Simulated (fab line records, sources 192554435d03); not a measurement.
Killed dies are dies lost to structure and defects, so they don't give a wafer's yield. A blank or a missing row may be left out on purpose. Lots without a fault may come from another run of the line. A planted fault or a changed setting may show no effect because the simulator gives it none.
fab line records | flow n5_finfet
record lots=7 wafers=21
route steps=1938 shown BEOL_M2@890 BEOL_M3@957 BEOL_M5@1112
start_h: hours from the record's first day to the start of the lot's first wafer shown | wait_h: hours since the lot's step before | " the same as in the row above | L1.1+2: a row that stands for several wafers | - no value, or no start given | * or withheld: withheld | < > ~ a bound
route shown NAME@n: a module of which the file shows steps, and the number in the route of the first | usual: mean/standard deviation of fault-free wafers | same: alike in all rows | chamber/n: place in a boat | sites: the reading at each site | _std_site: their standard deviation | _edge_site: outer sites' mean less inner sites' | radius_mm: how far each site lies from the wafer's centre | mask NAME#n: copy n | behind: the tool/chamber that last shaped the wafer | hold: why the lot was held/for how many hours/how that ended | device: the transistor (n, p or np) that didn't switch | end of line: the same wafers' tests at the end of the route | a step without rows: its recipe alone | killed: dies lost to structure and defects at the first sort, not the wafer's yield | map: a wafer's dies, x killed, . not, _ none there
set.NAME: the setting as run; set.NAME@STEP: as run at that earlier step | model.NAME: the simulator's own value behind a step, which no gauge read
lots whose settings were changed on purpose; a table a step, a row a wafer
## steps
# step N5_BEOL_M2_TRENCH_ETCH_37
# recipe chemistry=C4F6/O2 target_depth_a=555.55 target=SiOC time_s=29.2 ion_energy_ev=250 pressure_mtorr=30 source_w=355 bias_w=185 Ar_flow_sccm=300 C4F6_flow_sccm=10 O2_flow_sccm=10
# usual rf_vpp_V=667/13
# columns lot.wafer tool chamber start_h wait_h set.bias_w rf_vpp_V model.BEOL_M2.feature_depth_nm model.etch.depth_nm
L076.1 rie_diel-01 0 - - 185 672 55.6 55.65
L076.3 " 2 " " 185 655 56 55.95
L076.5 " 2 " " 161 586 53 53
L088.2 rie_diel-01 0 - - 185 672 54.8 54.84
L088.3 " 3 " " 211.2 745 59 58.97
L088.4 " 1 " " 185 679 55.6 55.61
L089.2 rie_diel-02 0 - - 185 654 54.6 54.69
L089.3 " 1 " " 159 582 51.8 51.86
L089.4 " 3 " " 185 686 55.4 55.37
L091.1 rie_diel-02 2 - - 185 682 55 54.96
L091.4 " 3 " " 185 687 55.4 55.33
L091.6 " 3 " " 185 687 55.2 55.28
L092.1 rie_diel-02 2 - - 185 682 54.8 54.76
L092.3 " 3 " " 185 688 54.6 54.58
L092.6 " 2 " " 185 682 54.6 54.56
L095.1 rie_diel-01 2 - - 185 654 54.8 54.7
L095.4 " 3 " " 207.9 736 59.4 59.4
L095.6 " 2 " " 207.9 718 56.8 56.83
L096.1 rie_diel-02 1 - - 185 657 55 54.92
L096.3 " 2 " " 151.7 585 51 51.1
L096.4 " 0 " " 185 653 54.8 54.7
# step N5_BEOL_M2_ETCH_41
# recipe chemistry=CH3F/O2 target=SiCN target_depth_a=299 taper_deg=2 time_s=52.5 ion_energy_ev=120 mask_material=TiN pressure_mtorr=30 source_w=395 bias_w=75 Ar_flow_sccm=150 CH3F_flow_sccm=30 O2_flow_sccm=20
# step N5_BEOL_M2_STRIP_97
# recipe chemistry=N2/H2 time_s=10 power_w=450 temp_c=40 pressure_mtorr=20 rf_frequency_hz=6e+07 bias_power_w=7 n2_flow_sccm=200 h2_flow_sccm=200
# step N5_BEOL_M2_PRECLEAN_42
# recipe chemistry=residue_remover time_s=60 temp_c=40
# step N5_BEOL_M2_SRD_43
# recipe time_s=30 temp_c=23 rinse_liquid=diw dry=ipa_marangoni
# step N5_BEOL_M2_CD_MEAS_35
# recipe target_cd_nm=18 target_cd_y_nm=22.2 polarity=opening
# usual cd_nm=17.96/0.29
# columns lot.wafer tool chamber start_h wait_h set.dose_mj@BEOL_M2_EXPOSE_08 cd_nm
L076.1 cd_sem-03 - 150.05 0.0 39.32 17.36
L076.3 " - " " 39.32 16.90
L076.5 " - " " 41.25 18.18
L088.2 cd_sem-01 - 229.83 0.0 41.25 17.12
L088.3 " - " " 41.25 17.74
L088.4 " - " " 38.17 15.98
L089.2 cd_sem-03 - 234.63 0.0 41.25 18.00
L089.3 " - " " 41.25 18.16
L089.4 " - " " 43 19.06
L091.1 cd_sem-01 - 247.78 0.0 41.25 17.35
L091.4 " - " " 41.25 18.26
L091.6 " - " " 41.25 18.08
L092.1 cd_sem-01 - 250.82 0.0 42.2 18.00
L092.3 " - " " 42.2 18.31
L092.6 " - " " 42.2 18.01
L095.1 cd_sem-01 - 266.03 0.0 41.25 17.62
L095.4 " - " " 43.93 18.61
L095.6 " - " " 41.25 17.51
L096.1 cd_sem-03 - 279.86 0.0 41.25 18.07
L096.3 " - " " 38.8 16.84
L096.4 " - " " 41.25 18.24
# step N5_BEOL_M2_DEGAS_44
# recipe ambient=vacuum temp_c=250 time_s=60
# step N5_BEOL_M2_PRE_CLEAN_45
# recipe gas=H2/He time_s=30 temp_c=250
# step N5_BEOL_M2_ECD_50
# recipe material=Cu target_thk_a=3000
# step N5_BEOL_M2_ANNEAL_51
# recipe temp_c=225 time_s=90 ambient=N2
# step N5_BEOL_M2_CMP_52
# recipe stop_on=SiOC t_overpolish_s=6.8 down_force_psi=1 platen_rpm=50 clearing_platen_down_force_psi=1.5 clearing_platen_rpm=50 post_cmp_clean=cu_alkaline target_thk_nm=40 clearing_platen_pad_velocity_m_s=0.99484 pad_velocity_m_s=0.99484
# columns lot.wafer tool chamber start_h wait_h set.bias_w@BEOL_M2_TRENCH_ETCH_37 model.Cu_of_BEOL_M2_ECD_50.thk_nm
L076.1 cmp-02 1 154.56 0.3 185 41.6
L076.3 " 2 " " 185 42.8
L076.5 " 3 " " 161 39.6
L088.3 cmp-03 3 233.20 0.5 211.2 44.8
L088.2 " 1 " " 185 41.6
L088.4 " 2 " " 185 40.4
L089.3 cmp-04 0 237.97 0.2 159 35.6
L089.2 " 1 " " 185 38.6
L089.4 " 2 " " 185 39
L091.4 cmp-04 0 250.95 0.2 185 38.8
L091.1 " 1 " " 185 39.6
L091.6 " 3 " " 185 39.4
L092.1 cmp-03 1 254.27 0.3 185 40.2
L092.3 " 3 " " 185 39.8
L092.6 " 1 " " 185 41.2
L095.1 cmp-02 2 270.92 0.3 185 37.6
L095.4 " 0 " " 207.9 44.4
L095.6 " 1 " " 207.9 42
L096.1 cmp-02 3 283.97 0.3 185 40.2
L096.4 " 1 " " 185 40.6
L096.3 " 2 " " 151.7 35.4
# step N5_BEOL_M3_COAT_67
# recipe resist=SOC temp_c=250 time_s=60 spin_rpm=1500 resist_thk_nm=60
# columns lot.wafer tool chamber start_h wait_h set.spin_rpm model.SOC_of_BEOL_M3_COAT_67.thk_nm
L076.1 litho_track-02 0 156.28 0.0 1500 60
L076.3 " 0 " " 1500 59.8
L076.5 " 0 " " 1395 62.2
L088.2+4 litho_track-02 0 235.67 0.0 1402 62
L088.3 " 0 " " 1500 60
L089.2+3 litho_track-05 0 240.67 0.0 1500 60.2
L089.4 " 0 " " 1588 58.4
L091.1 litho_track-04 0 253.18 0.0 1500 60.2
L091.4+6 " 0 " " 1500 60.4
L092.1 litho_track-02 0 258.74 0.0 1546 59
L092.3 " 0 " " 1500 60
L092.6 " 0 " " 1546 58.8
L095.1+4+6 litho_track-04 0 275.29 0.0 1500 60
L096.1 litho_track-05 0 287.91 0.0 1500 60.2
L096.3+4 " 0 " " 1500 60
# step N5_BEOL_M3_COAT_22
# recipe resist=CAR-EUV spin_rpm=1500 resist_thk_nm=30
# columns lot.wafer tool chamber start_h wait_h set.spin_rpm model.CAR-EUV_of_BEOL_M3_COAT_22.thk_nm
L076.1+5 litho_track-02 0 - - 1500 30
L076.3 " 0 " " 1390 31.4
L088.2+4 litho_track-02 0 - - 1500 29.8
L088.3 " 0 " " 1500 30
L089.2+3+4 litho_track-05 0 - - 1500 30
L091.1+4+6 litho_track-04 0 - - 1500 30
L092.1+3+6 litho_track-02 0 - - 1500 30
L095.1+6 litho_track-04 0 - - 1344 31.6
L095.4 " 0 " " 1500 30
L096.1+3 litho_track-05 0 - - 1500 30
L096.4 " 0 " " 1603 29
# step N5_BEOL_M3_EBR_24
# recipe solvent=PGMEA ebr_width_mm=1.5
# step N5_BEOL_M3_SOFTBAKE_23
# recipe temp_c=110 time_s=60 resist=CAR-EUV
# step N5_BEOL_M3_EXPOSE_25
# recipe mask_id=V2 na=0.33 source_shape=quasar sigma_inner=0.2 sigma_outer=0.8 polarization=unpolarized defocus_nm=5 dose_mj=63
# step N5_BEOL_M3_PEB_26
# recipe peb_temp_c=100 peb_time_s=60 resist=CAR-EUV
# step N5_BEOL_M3_DEVELOP_27
# recipe develop_time_s=30 developer=TMAH resist=CAR-EUV rinse_liquid=surfactant_rinse dry=air_spin dev_temp_c=23
# columns lot.wafer tool chamber start_h wait_h set.spin_rpm@BEOL_M3_COAT_22 model.CAR-EUV_of_BEOL_M3_COAT_22.thk_nm
L076.1+5 litho_track-02 0 - - 1500 29.6
L076.3 " 0 " " 1390 30.8
L088.2+3+4 litho_track-04 0 - - 1500 29.4
L089.2+3+4 litho_track-02 0 - - 1500 29.6
L091.1+4+6 litho_track-02 0 - - 1500 29.6
L092.1+3 litho_track-05 0 - - 1500 29.6
L092.6 " 0 " " 1500 29.4
L095.1+6 litho_track-04 0 - - 1344 31.2
L095.4 " 0 " " 1500 29.6
L096.1+3 litho_track-04 0 - - 1500 29.6
L096.4 " 0 " " 1603 28.6
# step N5_BEOL_M3_DESCUM_33
# recipe chemistry=O2 time_s=7 source_power_w=50 bias_power_w=20 pressure_mtorr=20 rf_frequency_hz=2.712e+07 temp_c=40 resist=CAR-EUV o2_flow_sccm=225
# columns lot.wafer tool chamber start_h wait_h set.spin_rpm@BEOL_M3_COAT_22 model.CAR-EUV_of_BEOL_M3_COAT_22.thk_nm
L076.1+5 rie_diel-03 1 156.69 0.0 1500 26.2
L076.3 " 1 " " 1390 27.4
L088.2+4 rie_diel-05 1,0 236.20 0.0 1500 25.8
L088.3 " 2 " " 1500 26
L089.2+4 rie_diel-05 1,0 241.20 0.0 1500 26
L089.3 " 3 " " 1500 26.2
L091.1+4 rie_diel-03 1,0 253.73 0.1 1500 26
L091.6 " 0 " " 1500 26.2
L092.1+3+6 rie_diel-04 1,3,3 259.28 0.0 1500 26
L095.1+6 rie_diel-04 2,1 275.82 0.0 1344 27.6
L095.4 " 3 " " 1500 26.2
L096.1+3 rie_diel-03 1,3 288.33 0.0 1500 26.2
L096.4 " 0 " " 1603 25.2
# step N5_BEOL_M3_ETCH_77
# recipe chemistry=N2/H2 target=underlayer target_depth_a=65 mask_material=CAR-EUV time_s=5.2 ion_energy_ev=200 pressure_mtorr=30 source_w=840 bias_w=150 n2_flow_sccm=200 h2_flow_sccm=200 ends=cleared
# step N5_BEOL_M3_ETCH_69
# recipe chemistry=CF4 target=SiARC target_depth_a=156 mask_material=CAR-EUV time_s=26 ion_energy_ev=80 pressure_mtorr=40 source_w=545 bias_w=36 Ar_flow_sccm=100 cf4_flow_sccm=100 ends=cleared
# step N5_BEOL_M3_ALD_98
# recipe material=SiO2 target_thk_a=25 temp_c=100 ald_precursor_family=BDEAS ald_co_reactant=O2-plasma pulse_time_s=1 co_reactant_pulse_time_s=1 purge_time_s=2 co_reactant_purge_time_s=2 ald_cycles=17 pressure_torr=2
# step N5_BEOL_M3_ETCHBACK_99
# recipe chemistry=CHF3 target=SiO2 target_depth_a=50 time_s=10.4 source_w=215 bias_w=47 Ar_flow_sccm=200 CHF3_flow_sccm=12 ion_energy_ev=100 pressure_mtorr=30
# step N5_BEOL_M3_ETCH_70
# recipe chemistry=N2/H2 target=SOC target_depth_a=800 overetch_a=160 mask_material=SiARC temp_c=40 time_s=120 ion_energy_ev=200 pressure_mtorr=30 source_w=840 bias_w=150 n2_flow_sccm=200 h2_flow_sccm=200
# columns lot.wafer tool chamber start_h wait_h set.spin_rpm@BEOL_M3_COAT_67 model.etch.depth_nm
L076.1 rie_diel-03 2 164.48 0.0 1500 59.97
L076.3 " 0 " " 1500 59.75
L076.5 " 1 " " 1395 62.27
L088.2 rie_diel-03 3 243.62 0.0 1402 62.07
L088.3 " 0 " " 1500 59.95
L088.4 " 1 " " 1402 61.98
L089.2 rie_diel-04 1 244.22 0.0 1500 60.17
L089.3 " 3 " " 1500 60.22
L089.4 " 2 " " 1588 58.43
L091.1 rie_diel-04 0 254.02 0.0 1500 60.18
L091.4 " 3 " " 1500 60.32
L091.6 " 1 " " 1500 60.37
L092.1 rie_diel-05 1 274.86 0.0 1546 59.02
L092.3 " 2 " " 1500 59.93
L092.6 " 0 " " 1546 58.84
L095.1 rie_diel-04 2 283.30 0.0 1500 60.06
L095.4 " 1 " " 1500 60.04
L095.6 " 0 " " 1500 60.09
L096.1 rie_diel-03 3 294.41 0.0 1500 60.15
L096.3 " 2 " " 1500 60.04
L096.4 " 0 " " 1500 60
# step N5_BEOL_M3_STRIP_71
# recipe chemistry=N2/H2 temp_c=40 n2_flow_sccm=200 h2_flow_sccm=200 rf_frequency_hz=6e+07
# step N5_BEOL_M3_STRIP_78
# recipe chemistry=N2/H2 temp_c=40 n2_flow_sccm=200 h2_flow_sccm=200 rf_frequency_hz=6e+07
# step N5_BEOL_M3_VIA_ETCH_34
# recipe chemistry=C4F6/O2 target_depth_a=694 mask_material=SOC pressure_mtorr=15 ion_energy_ev=250 taper_deg=4 time_s=65.9 source_w=350 bias_w=170 Ar_flow_sccm=300 C4F6_flow_sccm=10 O2_flow_sccm=10
# columns lot.wafer tool chamber start_h wait_h set.spin_rpm@BEOL_M3_COAT_67 model.SOC_of_BEOL_M3_COAT_67.thk_nm
L076.1+3 rie_diel-03 2,0 164.58 0.0 1500 51.8
L076.5 " 1 " " 1395 54.2
L088.2+4 rie_diel-03 3,1 243.72 0.0 1402 53.8
L088.3 " 0 " " 1500 51.8
L089.2 rie_diel-04 1 244.32 0.0 1500 52.4
L089.3 " 3 " " 1500 52.2
L089.4 " 2 " " 1588 50.4
L091.1 rie_diel-04 0 254.12 0.0 1500 52
L091.4 " 3 " " 1500 52.4
L091.6 " 1 " " 1500 52.6
L092.1+6 rie_diel-05 1,0 274.96 0.0 1546 50.6
L092.3 " 2 " " 1500 51.6
L095.1 rie_diel-04 2 283.40 0.0 1500 52.2
L095.4 " 1 " " 1500 52.4
L095.6 " 0 " " 1500 51.8
L096.1+4 rie_diel-03 3,0 294.51 0.0 1500 52
L096.3 " 2 " " 1500 51.6
# step N5_BEOL_M5_ILD_DEP_00
# recipe material=SiCOH_lowk target_thk_a=1406.4 temp_c=300 precursor=DEMS/porogen pressure_torr=5 rf_w=500 time_s=25.9
# columns lot.wafer tool chamber start_h wait_h set.time_s model.SiCOH_lowk_of_BEOL_M5_ILD_DEP_00.thk_nm
L076.1 pecvd-01 0 181.97 0.8 25.9 140
L076.3 " 2 " " 27.11 143.4
L076.5 " 2 " " 27.11 145.2
L088.2 pecvd-03 2 257.84 0.7 22.42 120
L088.3 " 0 " " 25.9 135.6
L088.4 " 0 " " 25.9 139.8
L089.2 pecvd-01 2 264.88 0.7 25.9 142.8
L089.3 " 1 " " 25.9 140.6
L089.4 " 1 " " 29.12 161.2
L091.1 pecvd-01 1 280.52 0.8 25.9 140.2
L091.4 " 1 " " 25.9 141.2
L091.6 " 2 " " 25.9 143.2
L092.1 pecvd-04 0 289.21 0.8 25.9 138.2
L092.3 " 2 " " 25.9 139.4
L092.6 " 0 " " 23.62 126
L095.1 pecvd-03 0 317.26 0.8 25.9 139.4
L095.4 " 1 " " 25.9 142.6
L095.6 " 2 " " 26.88 147.4
L096.1 pecvd-01 1 325.69 0.8 28.48 153.4
L096.3 " 2 " " 25.9 139.4
L096.4 " 0 " " 25.9 141.2
# step N5_BEOL_M5_CURE_79
# recipe temp_c=385 time_s=240 ambient=He/Ar material=SiCOH_lowk
# columns lot.wafer tool chamber start_h wait_h set.time_s@BEOL_M5_ILD_DEP_00 model.SiCOH_lowk_of_BEOL_M5_ILD_DEP_00.thk_nm
L076.1 uv_cure-03 0 182.03 0.0 25.9 120.4
L076.3 " 0 " " 27.11 123.4
L076.5 " 0 " " 27.11 125
L088.2 uv_cure-02 2 257.98 0.1 22.42 103.2
L088.3 " 2 " " 25.9 116.6
L088.4 " 2 " " 25.9 120.4
L089.2 uv_cure-03 0 265.02 0.1 25.9 122.8
L089.3 " 0 " " 25.9 121
L089.4 " 0 " " 29.12 138.8
L091.1 uv_cure-03 1 280.58 0.0 25.9 120.6
L091.4 " 1 " " 25.9 121.4
L091.6 " 1 " " 25.9 123.2
L092.1 uv_cure-03 0 289.27 0.0 25.9 118.8
L092.3 " 0 " " 25.9 120
L092.6 " 0 " " 23.62 108.4
L095.1 uv_cure-02 1 317.32 0.0 25.9 120
L095.4 " 1 " " 25.9 122.6
L095.6 " 1 " " 26.88 126.8
L096.1 uv_cure-01 1 325.76 0.0 28.48 132.2
L096.3 " 1 " " 25.9 119.8
L096.4 " 1 " " 25.9 121.4
# step N5_BEOL_M5_THK_MEAS_01
# recipe reads=SiCOH_lowk_of_BEOL_M5_ILD_DEP_00
# usual M5_ILD_THK=121.6/1.6
# columns lot.wafer tool chamber start_h wait_h set.time_s@BEOL_M5_ILD_DEP_00 M5_ILD_THK[nm]
L076.1 film_metro-01 - 182.55 0.4 25.9 120.4
L076.3 " - " " 27.11 123.5
L076.5 " - " " 27.11 125.0
L088.2 film_metro-01 - 258.41 0.4 22.42 103.1
L088.3 " - " " 25.9 116.6
L088.4 " - " " 25.9 120.4
L089.2 film_metro-01 - 265.46 0.4 25.9 122.8
L089.3 " - " " 25.9 120.9
L089.4 " - " " 29.12 138.7
L091.1 film_metro-02 - 281.09 0.4 25.9 120.6
L091.4 " - " " 25.9 121.4
L091.6 " - " " 25.9 123.1
L092.1 film_metro-01 - 289.78 0.4 25.9 118.8
L092.3 " - " " 25.9 119.9
L092.6 " - " " 23.62 108.3
L095.1 film_metro-01 - 317.83 0.4 25.9 120.0
L095.4 " - " " 25.9 122.7
L095.6 " - " " 26.88 126.7
L096.1 film_metro-01 - 326.27 0.4 28.48 132.1
L096.3 " - " " 25.9 119.8
L096.4 " - " " 25.9 121.4
# step N5_BEOL_M5_COAT_05
# recipe resist=CAR-EUV spin_rpm=1500 resist_thk_nm=30
# columns lot.wafer tool chamber start_h wait_h set.spin_rpm model.CAR-EUV_of_BEOL_M5_COAT_05.thk_nm
L076.1 litho_track-03 0 - - 1500 30
L076.3 " 0 " " 1565 29.4
L076.5 " 0 " " 1500 29.8
L088.2+3 litho_track-03 0 - - 1500 30
L088.4 " 0 " " 1587 29.2
L089.2+4 litho_track-02 0 - - 1627 28.8
L089.3 " 0 " " 1500 30
L091.1+4+6 litho_track-03 0 - - 1500 30
L092.1 litho_track-03 0 - - 1500 29.8
L092.3+6 " 0 " " 1453 30.4
L095.1+4+6 litho_track-03 0 - - 1500 30
L096.1 litho_track-02 0 - - 1500 30.2
L096.3 " 0 " " 1543 29.8
L096.4 " 0 " " 1543 29.6
# step N5_BEOL_M5_EBR_07
# recipe solvent=PGMEA ebr_width_mm=1.5
# step N5_BEOL_M5_SOFTBAKE_06
# recipe temp_c=110 time_s=60 resist=CAR-EUV
# step N5_BEOL_M5_EXPOSE_08
# recipe mask_id=M5 na=0.33 source_shape=annular sigma_inner=0.4 sigma_outer=0.8 polarization=unpolarized target_cd_nm=28 dose_mj=35.75
# step N5_BEOL_M5_PEB_09
# recipe peb_temp_c=100 peb_time_s=60 resist=CAR-EUV
# step N5_BEOL_M5_DEVELOP_10
# recipe develop_time_s=30 developer=TMAH resist=CAR-EUV rinse_liquid=surfactant_rinse dry=air_spin dev_temp_c=23
# columns lot.wafer tool chamber start_h wait_h set.spin_rpm@BEOL_M5_COAT_05 model.CAR-EUV_of_BEOL_M5_COAT_05.thk_nm
L076.1+5 litho_track-03 0 - - 1500 29.4
L076.3 " 0 " " 1565 28.8
L088.2 litho_track-03 0 - - 1500 29.4
L088.3 " 0 " " 1500 29.6
L088.4 " 0 " " 1587 28.6
L089.2+4 litho_track-02 0 - - 1627 28.4
L089.3 " 0 " " 1500 29.6
L091.1 litho_track-02 0 - - 1500 29.6
L091.4+6 " 0 " " 1500 29.4
L092.1 litho_track-02 0 - - 1500 29.4
L092.3+6 " 0 " " 1453 29.8
L095.1+4 litho_track-02 0 - - 1500 29.6
L095.6 " 0 " " 1500 29.4
L096.1 litho_track-02 0 - - 1500 29.8
L096.3 " 0 " " 1543 29.2
L096.4 " 0 " " 1543 29
## key
split step=N5_BEOL_M2_TRENCH_ETCH_37 setting=bias_w stated=185 by=wafer
response step=N5_BEOL_M2_TRENCH_ETCH_37 reading=rf_vpp_V change=+5.16 per=1% r=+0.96
response step=N5_BEOL_M2_TRENCH_ETCH_37 reading=model.BEOL_M2.feature_depth_nm change=+0.236 per=1% r=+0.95
response step=N5_BEOL_M2_TRENCH_ETCH_37 reading=model.etch.depth_nm change=+0.233 per=1% r=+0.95
response step=N5_BEOL_M2_CMP_52 reading=model.Cu_of_BEOL_M2_ECD_50.thk_nm change=+0.28 per=1% r=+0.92
split step=N5_BEOL_M3_COAT_67 setting=spin_rpm stated=1500 by=wafer
response step=N5_BEOL_M3_COAT_67 reading=model.SOC_of_BEOL_M3_COAT_67.thk_nm change=-0.318 per=1% r=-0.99
response step=N5_BEOL_M3_ETCH_70 reading=model.etch.depth_nm change=-0.323 per=1% r=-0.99
response step=N5_BEOL_M3_VIA_ETCH_34 reading=model.SOC_of_BEOL_M3_COAT_67.thk_nm change=-0.325 per=1% r=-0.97
split step=N5_BEOL_M3_COAT_22 setting=spin_rpm stated=1500 by=wafer
response step=N5_BEOL_M3_COAT_22 reading=model.CAR-EUV_of_BEOL_M3_COAT_22.thk_nm change=-0.162 per=1% r=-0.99
response step=N5_BEOL_M3_DEVELOP_27 reading=model.CAR-EUV_of_BEOL_M3_COAT_22.thk_nm change=-0.155 per=1% r=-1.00
response step=N5_BEOL_M3_DESCUM_33 reading=model.CAR-EUV_of_BEOL_M3_COAT_22.thk_nm change=-0.145 per=1% r=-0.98
split step=N5_BEOL_M5_ILD_DEP_00 setting=time_s stated=25.9 by=wafer
response step=N5_BEOL_M5_ILD_DEP_00 reading=model.SiCOH_lowk_of_BEOL_M5_ILD_DEP_00.thk_nm change=+1.4 per=1% r=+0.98
response step=N5_BEOL_M5_CURE_79 reading=model.SiCOH_lowk_of_BEOL_M5_ILD_DEP_00.thk_nm change=+1.22 per=1% r=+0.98
response step=N5_BEOL_M5_THK_MEAS_01 reading=M5_ILD_THK change=+1.22 per=1% r=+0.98
split step=N5_BEOL_M5_COAT_05 setting=spin_rpm stated=1500 by=wafer
response step=N5_BEOL_M5_COAT_05 reading=model.CAR-EUV_of_BEOL_M5_COAT_05.thk_nm change=-0.143 per=1% r=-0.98
response step=N5_BEOL_M5_DEVELOP_10 reading=model.CAR-EUV_of_BEOL_M5_COAT_05.thk_nm change=-0.149 per=1% r=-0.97
split outside_this_file step=N5_BEOL_M2_EXPOSE_08 setting=dose_mj
# split outside_this_file: this setting was split too, and the file shows its column; the key of that split is in another file
